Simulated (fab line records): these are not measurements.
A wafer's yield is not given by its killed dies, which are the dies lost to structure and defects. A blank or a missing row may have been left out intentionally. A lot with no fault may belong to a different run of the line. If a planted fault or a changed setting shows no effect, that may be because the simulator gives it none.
Split-lot study || flow n5_finfet || 21 wafers read from 7 lots, route of 1938 steps

## THE SPLIT
At N5_FIN_SAQP_COAT_10 (resist thk 90 nm), the setting spin_rpm was moved away from the recipe's 1500 rpm on 6 of the 21 wafers read, by -11.1% to +4.8%. For the rest of the wafers, this setting stayed at what the recipe calls for.

The reading comes from the split's own step.

## THE READING
CAR-ArF_of_FIN_SAQP_COAT_10.thk_nm (the simulator's own value, which no gauge read), in nm, at N5_FIN_SAQP_COAT_10 (resist thk 90 nm). The file does not state a usual value for it. Here, 15 wafers ran the recipe; their average is 90.15 nm with a standard deviation of 0.33 nm.

{"wafer": "L074.3", "tool, chamber at the split": "litho_track-05, 0", "spin_rpm as run, rpm": 1500, "against the recipe": "recipe", "CAR-ArF_of_FIN_SAQP_COAT_10.thk_nm, nm": 90.48, "against lot-mates on the recipe": "-"}
{"wafer": "L074.4", "tool, chamber at the split": "litho_track-05, 0", "spin_rpm as run, rpm": 1500, "against the recipe": "recipe", "CAR-ArF_of_FIN_SAQP_COAT_10.thk_nm, nm": 90.44, "against lot-mates on the recipe": "-"}
{"wafer": "L074.6", "tool, chamber at the split": "litho_track-05, 0", "spin_rpm as run, rpm": 1557, "against the recipe": "+3.8%", "CAR-ArF_of_FIN_SAQP_COAT_10.thk_nm, nm": 88.36, "against lot-mates on the recipe": -2.10}
{"wafer": "L075.1", "tool, chamber at the split": "litho_track-05, 0", "spin_rpm as run, rpm": 1500, "against the recipe": "recipe", "CAR-ArF_of_FIN_SAQP_COAT_10.thk_nm, nm": 90.06, "against lot-mates on the recipe": "-"}
{"wafer": "L075.3", "tool, chamber at the split": "litho_track-05, 0", "spin_rpm as run, rpm": 1500, "against the recipe": "recipe", "CAR-ArF_of_FIN_SAQP_COAT_10.thk_nm, nm": 90.23, "against lot-mates on the recipe": "-"}
{"wafer": "L075.4", "tool, chamber at the split": "litho_track-05, 0", "spin_rpm as run, rpm": 1500, "against the recipe": "recipe", "CAR-ArF_of_FIN_SAQP_COAT_10.thk_nm, nm": 90.3, "against lot-mates on the recipe": "-"}
{"wafer": "L079.1", "tool, chamber at the split": "litho_track-04, 0", "spin_rpm as run, rpm": 1333, "against the recipe": "-11.1%", "CAR-ArF_of_FIN_SAQP_COAT_10.thk_nm, nm": 95.75, "against lot-mates on the recipe": "no lot-mate on the recipe"}
{"wafer": "L079.3", "tool, chamber at the split": "litho_track-04, 0", "spin_rpm as run, rpm": 1333, "against the recipe": "-11.1%", "CAR-ArF_of_FIN_SAQP_COAT_10.thk_nm, nm": 95.67, "against lot-mates on the recipe": "no lot-mate on the recipe"}
{"wafer": "L079.6", "tool, chamber at the split": "litho_track-04, 0", "spin_rpm as run, rpm": 1333, "against the recipe": "-11.1%", "CAR-ArF_of_FIN_SAQP_COAT_10.thk_nm, nm": 95.64, "against lot-mates on the recipe": "no lot-mate on the recipe"}
{"wafer": "L083.2", "tool, chamber at the split": "litho_track-05, 0", "spin_rpm as run, rpm": 1500, "against the recipe": "recipe", "CAR-ArF_of_FIN_SAQP_COAT_10.thk_nm, nm": 90.4, "against lot-mates on the recipe": "-"}
{"wafer": "L083.4", "tool, chamber at the split": "litho_track-05, 0", "spin_rpm as run, rpm": 1572, "against the recipe": "+4.8%", "CAR-ArF_of_FIN_SAQP_COAT_10.thk_nm, nm": 88.26, "against lot-mates on the recipe": -2.21}
{"wafer": "L083.6", "tool, chamber at the split": "litho_track-05, 0", "spin_rpm as run, rpm": 1500, "against the recipe": "recipe", "CAR-ArF_of_FIN_SAQP_COAT_10.thk_nm, nm": 90.55, "against lot-mates on the recipe": "-"}
{"wafer": "L087.1", "tool, chamber at the split": "litho_track-03, 0", "spin_rpm as run, rpm": 1500, "against the recipe": "recipe", "CAR-ArF_of_FIN_SAQP_COAT_10.thk_nm, nm": 89.78, "against lot-mates on the recipe": "-"}
{"wafer": "L087.4", "tool, chamber at the split": "litho_track-03, 0", "spin_rpm as run, rpm": 1500, "against the recipe": "recipe", "CAR-ArF_of_FIN_SAQP_COAT_10.thk_nm, nm": 89.66, "against lot-mates on the recipe": "-"}
{"wafer": "L087.6", "tool, chamber at the split": "litho_track-03, 0", "spin_rpm as run, rpm": 1500, "against the recipe": "recipe", "CAR-ArF_of_FIN_SAQP_COAT_10.thk_nm, nm": 89.72, "against lot-mates on the recipe": "-"}
{"wafer": "L090.3", "tool, chamber at the split": "litho_track-05, 0", "spin_rpm as run, rpm": 1500, "against the recipe": "recipe", "CAR-ArF_of_FIN_SAQP_COAT_10.thk_nm, nm": 90.44, "against lot-mates on the recipe": "-"}
{"wafer": "L090.4", "tool, chamber at the split": "litho_track-05, 0", "spin_rpm as run, rpm": 1366, "against the recipe": "-8.9%", "CAR-ArF_of_FIN_SAQP_COAT_10.thk_nm, nm": 94.92, "against lot-mates on the recipe": "+4.41"}
{"wafer": "L090.5", "tool, chamber at the split": "litho_track-05, 0", "spin_rpm as run, rpm": 1500, "against the recipe": "recipe", "CAR-ArF_of_FIN_SAQP_COAT_10.thk_nm, nm": 90.59, "against lot-mates on the recipe": "-"}
{"wafer": "L091.2", "tool, chamber at the split": "litho_track-03, 0", "spin_rpm as run, rpm": 1500, "against the recipe": "recipe", "CAR-ArF_of_FIN_SAQP_COAT_10.thk_nm, nm": 90.17, "against lot-mates on the recipe": "-"}
{"wafer": "L091.5", "tool, chamber at the split": "litho_track-03, 0", "spin_rpm as run, rpm": 1500, "against the recipe": "recipe", "CAR-ArF_of_FIN_SAQP_COAT_10.thk_nm, nm": 89.91, "against lot-mates on the recipe": "-"}
{"wafer": "L091.6", "tool, chamber at the split": "litho_track-03, 0", "spin_rpm as run, rpm": 1500, "against the recipe": "recipe", "CAR-ArF_of_FIN_SAQP_COAT_10.thk_nm, nm": 89.58, "against lot-mates on the recipe": "-"}

FIT RESULTS
A straight line over all 21 wafers: CAR-ArF_of_FIN_SAQP_COAT_10.thk_nm changes by -0.494 nm for each +1% of spin_rpm; r = -0.99; the points scatter about the line by 0.32 nm.
The same after taking each lot's own level away (the mean of its wafers on the recipe; 18 wafers): -0.494 nm for each +1%; r = -0.99; scatter 0.14 nm.
Per that fit: largest spin_rpm move, reading shift of 5.5 nm.
The lots' own levels span 89.720 to 90.515 nm, that is 2.4 times the standard deviation above.
Consequently the slope shifts little with the lot-to-lot level, the two slopes agreeing.
Check: with one of the wafers moved furthest among these (-8.9%) left out of the fit, the line predicts +4.43 nm for it against its lot-mates. Against them it came out at +4.41 nm.

## OTHER SPLITS ON THESE WAFERS
Note: prior to the reading, these wafers also went through further splits. Each is held against what the fit with the lots' levels taken away leaves over:
{"other split on the same wafers": "N5_ZERO_LAYER_EXPOSE_08 dose_mj", "wafers away from the commonest value": 4, "r with CAR-ArF_of_FIN_SAQP_COAT_10.thk_nm (lot level and that fit taken away)": "+0.13"}
{"other split on the same wafers": "N5_ZERO_LAYER_DEVELOP_10 develop_time_s", "wafers away from the commonest value": 6, "r with CAR-ArF_of_FIN_SAQP_COAT_10.thk_nm (lot level and that fit taken away)": "+0.12"}
{"other split on the same wafers": "N5_ZERO_LAYER_ETCH_18 icp_w", "wafers away from the commonest value": 6, "r with CAR-ArF_of_FIN_SAQP_COAT_10.thk_nm (lot level and that fit taken away)": -0.32}
{"other split on the same wafers": "N5_WELL_APT_PEB_06 peb_time_s", "wafers away from the commonest value": 6, "r with CAR-ArF_of_FIN_SAQP_COAT_10.thk_nm (lot level and that fit taken away)": "+0.36"}
{"other split on the same wafers": "N5_FIN_SAQP_PECVD_48 time_s", "wafers away from the commonest value": 6, "r with CAR-ArF_of_FIN_SAQP_COAT_10.thk_nm (lot level and that fit taken away)": -0.15}

## THE FILE'S OWN FIT
CAR-ArF_of_FIN_SAQP_COAT_10.thk_nm changes by -0.494 nm for each +1% of spin_rpm, r = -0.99.
